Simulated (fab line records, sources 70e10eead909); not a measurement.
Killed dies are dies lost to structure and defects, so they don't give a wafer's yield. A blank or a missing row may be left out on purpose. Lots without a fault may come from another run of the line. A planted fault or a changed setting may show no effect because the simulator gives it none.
A struck lot beside a sound one | flow nand_harc | 33 steps out of a route of 1302
Sound: wafers L763.1, L763.2, L763.4. Struck: wafers L760.3, L760.5. (L760.6 of the same lot was not struck and is left out.) The cause comes at the end.
At each step with rows: each side's tool, then ch and its chambers, then its first start. Under that, the readings that differ: sound wafers | struck wafers | difference of the means | sigmas: that difference in standard deviations of wafers without a fault.
alike: readings whose means differ by less than 2 such deviations, and words and numbers that are the same on both sides. not compared: withheld readings, readings that some wafer has no value for, bounds like >300 that may hide the same value, and numbers for which the record gives no deviation and whose values overlap.
The two part at a step that has a row with sigmas, a row that says differs or no value, or rows on one side only. Numbers that don't overlap but have no deviation are shown without sigmas and don't part them. A reading that every wafer of one side lacks parts them only if that side has two wafers or more.

first, 3 steps without rows for these wafers: NHARC_A_CHANNEL_HOLE_D1_EXPOSE_07 (exposes mask HOLE D1, target cd 100 nm); NHARC_A_CHANNEL_HOLE_D1_PEB_08 (peb time 65 s); NHARC_A_CHANNEL_HOLE_D1_DEVELOP_09 (develop time 35 s).
NHARC_A_CHANNEL_HOLE_D1_CD_MEAS_10: target cd 100 nm.
  sound on cd_sem-03 ch 0, day 14 11:57; struck on cd_sem-02 ch 0, day 13 07:42
  alike: cd_nm
NHARC_A_CHANNEL_HOLE_D1_OVL_MEAS_11:
  sound on overlay-02, day 14 12:02; struck on overlay-02, day 13 07:47
  alike: overlay_x_nm, overlay_y_nm
NHARC_A_CHANNEL_HOLE_D1_INSPECT_12:
  sound on defect_inspect-02, day 14 12:05; struck on defect_inspect-02, day 13 07:49
  alike: raw_defect_count
NHARC_A_CHANNEL_HOLE_D1_DESCUM_15: chemistry O2, time 3 s.
  sound on rie_diel-11 ch 0,1,3, day 14 12:08; struck on rie_diel-01 ch 0,1, day 13 07:53
  alike: drypump_motor_current_A, oes_product_au, rf_vpp_V, showerhead_plenum_p_Torr, throttle_valve_pct
  not compared: rf_hours_counter_h
then, 3 steps without rows for these wafers: NHARC_A_CHANNEL_HOLE_D1_ETCH_38 (etches the open film in CF4, target depth 39 nm, time 65 s); NHARC_A_CHANNEL_HOLE_D1_ETCH_39 (etches the open film in N2/H2, target depth 260 nm, time 325 s); NHARC_A_CHANNEL_HOLE_D1_ETCH_34 (etches the open film in CF4/CHF3, target depth 154 nm, time 77 s).
NHARC_A_CHANNEL_HOLE_D1_ETCH_16: etches the open film in O2/COS, target depth 3100 nm, time 806 s.
  sound on rie_diel-11 ch 1,2,3; struck on rie_diel-01 ch 3
  alike: drypump_motor_current_A, oes_product_au, rf_vpp_V, showerhead_plenum_p_Torr, throttle_valve_pct
  not compared: rf_hours_counter_h
NHARC_A_CHANNEL_HOLE_D1_CD_MEAS_18:
  sound on cd_sem-02, day 14 13:14; struck on cd_sem-03, day 13 09:12
  alike: cd_nm
NHARC_A_CHANNEL_HOLE_D1_ETCH_19: etches the open film in C4F8/O2/Ar, time 34.5 s.
  sound on har_etch-02 ch 0,1, day 14 13:19; struck on har_etch-01 ch 1, day 13 11:30
  alike: drypump_motor_current_A, showerhead_plenum_p_Torr, throttle_valve_pct
  not compared: rf_hours_counter_h
NHARC_A_CHANNEL_HOLE_D1_ETCH_20: etches the open film in C4F8/O2/Ar, time 361.9 s, target depth 1600 nm.
  sound on har_etch-02 ch 0,1, day 14 13:26; struck on har_etch-01 ch 1, day 13 11:43
  alike: drypump_motor_current_A, showerhead_plenum_p_Torr, throttle_valve_pct
  not compared: rf_hours_counter_h
then, 1 step without rows for these wafers: NHARC_A_CHANNEL_HOLE_D1_ETCH_21 (etches the open film in C4F8/O2/Ar, time 514.3 s, target depth 1600 nm).
NHARC_A_CHANNEL_HOLE_D1_ETCH_22: etches the open film in C4F8/O2/Ar, time 666.7 s, target depth 1600 nm.
  sound on har_etch-02 ch 0,1, day 14 14:11; struck on har_etch-01 ch 1, day 13 12:35
  alike: drypump_motor_current_A, showerhead_plenum_p_Torr, throttle_valve_pct
  not compared: rf_hours_counter_h
then, 8 steps without rows for these wafers: NHARC_A_CHANNEL_HOLE_D1_ETCH_23 (etches the open film in C4F8/O2/Ar, time 819 s, target depth 1600 nm); NHARC_A_CHANNEL_HOLE_D1_ETCH_24 (etches the open film in C4F8/O2/Ar, time 906.2 s, target depth 1500 nm); NHARC_A_CHANNEL_HOLE_D1_ETCH_25 (etches the open film in C4F8/O2/Ar, time 1040.2 s, target depth 1500 nm); NHARC_A_CHANNEL_HOLE_D1_ETCH_26 (etches the open film in C4F8/O2/Ar, time 224.1 s, target depth 300 nm); NHARC_A_CHANNEL_HOLE_D1_ETCH_33 (etches the open film in C4F8/O2/Ar, time 90 s, target depth 400 nm); NHARC_A_CHANNEL_HOLE_D1_STRIP_41 (strips in N2/H2); NHARC_A_CHANNEL_HOLE_D1_STRIP_42 (strips in CF4/CHF3); NHARC_A_CHANNEL_HOLE_D1_STRIP_43 (strips in O2/COS).
NHARC_A_CHANNEL_HOLE_D1_ETCH_44: etches the open film in CF4/O2, target depth 140 nm, overetch 14 nm, time 77 s.
  sound on rie_diel-01 ch 1,2,3, day 14 18:02; struck on rie_diel-13 ch 1,2, day 13 16:10
  alike: drypump_motor_current_A, oes_product_au, rf_vpp_V, showerhead_plenum_p_Torr, throttle_valve_pct
  not compared: rf_hours_counter_h
then, 3 steps without rows for these wafers: NHARC_A_CHANNEL_HOLE_D1_STRIP_27 (strips in O2); NHARC_A_CHANNEL_HOLE_D1_PRECLEAN_28 (cleans in SC1); NHARC_A_CHANNEL_HOLE_D1_SRD_29.
NHARC_A_CHANNEL_HOLE_D1_CD_MEAS_30:
  sound on cd_sem-03, day 14 18:50; struck on cd_sem-01, day 13 16:58
  alike: cd_nm
then, 1 step without rows for these wafers: NHARC_A_CHANNEL_HOLE_D1_XSEM_31.
NHARC_A_CHANNEL_HOLE_D1_INSPECT_40:
  sound on defect_inspect-01, day 14 19:01; struck on defect_inspect-01, day 13 17:08
  reading          | sound       | struck  | difference | sigmas
  raw_defect_count | 134 121 138 | 900 901 | +770       | +27
then, 1 step without rows for these wafers: NHARC_A_CHANNEL_FILL_D1_PRECLEAN_00 (cleans in SC1).
-- the record jumps here: 15 days lie between the struck wafers' starts before and after (it left off in module A_CHANNEL_FILL_D1 and takes up again in module END, whose first step shown is number 1302 of the route) --
NHARC_END_SORT_01:
  sound on prober-01 ch 0, day 29 23:09; struck on prober-02 ch 0, day 29 02:01
  reading             | sound    | struck  | difference | sigmas
  killed_at_array     | 49 67 49 | 108 107 | +52        | +3
  killed_at_periphery | 10 11 6  | 4 0     | -7         | -2
  killed_dies         | 59 78 56 | 112 107 | +45        | +3
  alike: killed_at_other, killed_open, killed_short

WHERE THEY PART
First at NHARC_A_CHANNEL_HOLE_D1_INSPECT_40; last, within this record, at NHARC_END_SORT_01.

WHY: what the simulator had put in
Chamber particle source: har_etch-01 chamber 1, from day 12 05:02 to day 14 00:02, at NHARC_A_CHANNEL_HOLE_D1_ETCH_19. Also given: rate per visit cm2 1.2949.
